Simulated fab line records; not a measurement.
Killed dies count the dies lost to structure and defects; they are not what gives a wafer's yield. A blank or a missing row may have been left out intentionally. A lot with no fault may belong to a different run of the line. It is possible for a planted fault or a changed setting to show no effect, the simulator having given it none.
Which tool did it? -- flow nand harc -- 11 lots, 33 wafers sampled, at 2 steps of a route of 1302

== WHAT THE GAUGES SHOWED, per wafer ==
NHARC_P_GATE_CD_MEAS_26: the cd target is 120 nm.
lot,measured,on,cd nm (nm)
L627,day 5 17:51,cd sem-02,119.6 119.8 120.4
L628,day 5 17:12,cd sem-02,120.2 120.4 119.6
L631,day 7 04:01,cd sem-02,119.7 120.5 120.0
L632,day 7 12:44,cd sem-02,120.6 120.3 120.1
L637,day 9 16:39,cd sem-03,120.2 119.8 120.1
L638,day 9 20:32,cd sem-02,119.5 119.5 119.6
L640,day 11 02:00,cd sem-01,123.5 123.2 123.3
L642,day 11 15:42,cd sem-03,123.1 123.1 122.7
L646,day 13 06:17,cd sem-03,119.8 119.8 119.4
L647,day 13 14:30,cd sem-02,120.1 119.2 119.8
L648,day 15 12:23,cd sem-02,121.0 120.6 119.8

== WHAT TOOL EACH LOT RAN ON (gives the tool, then ch and the chambers of the sampled wafers, and finally the start) ==
lot,NHARC_P_GATE_PEB_24
L627,"litho track-06 ch 0, day 5 17:46"
L628,"litho track-01 ch 0, day 5 17:07"
L631,"litho track-06 ch 0, day 7 03:56"
L632,"litho track-06 ch 0, day 7 12:40"
L637,"litho track-06 ch 0, day 9 16:34"
L638,"litho track-01 ch 0, day 9 20:28"
L640,"litho track-06 ch 0, day 11 01:55"
L642,"litho track-06 ch 0, day 11 15:37"
L646,"litho track-01 ch 0, day 13 06:11"
L647,"litho track-01 ch 0, day 13 14:25"
L648,"litho track-01 ch 0, day 15 12:19"
- NHARC_P_GATE_PEB_24: peb time 65 s.

== THE ANSWER, worked out from the rows above alone ==
Rule: the lots themselves supply what counts as usual. Put in order of their means at a reading, lots are off if they are a third of the lots or fewer, leave a main group of 4 or more, and stand apart from it by a gap of 3 or more times the standard deviation of the main group's means; of several such gaps the widest counts. The tables above print the reading to a certain number of digits; a main group whose means all agree to those digits is not used. A lot without any number at a reading at which 4 lots or more have one is off too. The other lots that the step has rows for count as sound.
Off: L640, L642 (NHARC_P_GATE_CD_MEAS_26, cd nm). The main group has a mean of 120.0 nm with a standard deviation of 0.29.
A tool fits if, at a process step before that reading, it ran every lot that is off, and no sound lot after the first of them. Gauges at NHARC_P_GATE_CD_MEAS_26: tried the same way as those tools. One fits: NHARC_P_GATE_PEB_24 on litho track-06. A fault onset in the window from L637 (day 9 16:34, its last sound lot) to L640 (day 11 01:55, its first lot off) fits.

== WHAT HAD BEEN PUT IN BY THE SIMULATOR ==
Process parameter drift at NHARC_P_GATE_PEB_24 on litho track-06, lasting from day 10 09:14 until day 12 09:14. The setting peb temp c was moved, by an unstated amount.
Struck lots among those shown: L640, L642. Same finding as the rule above.
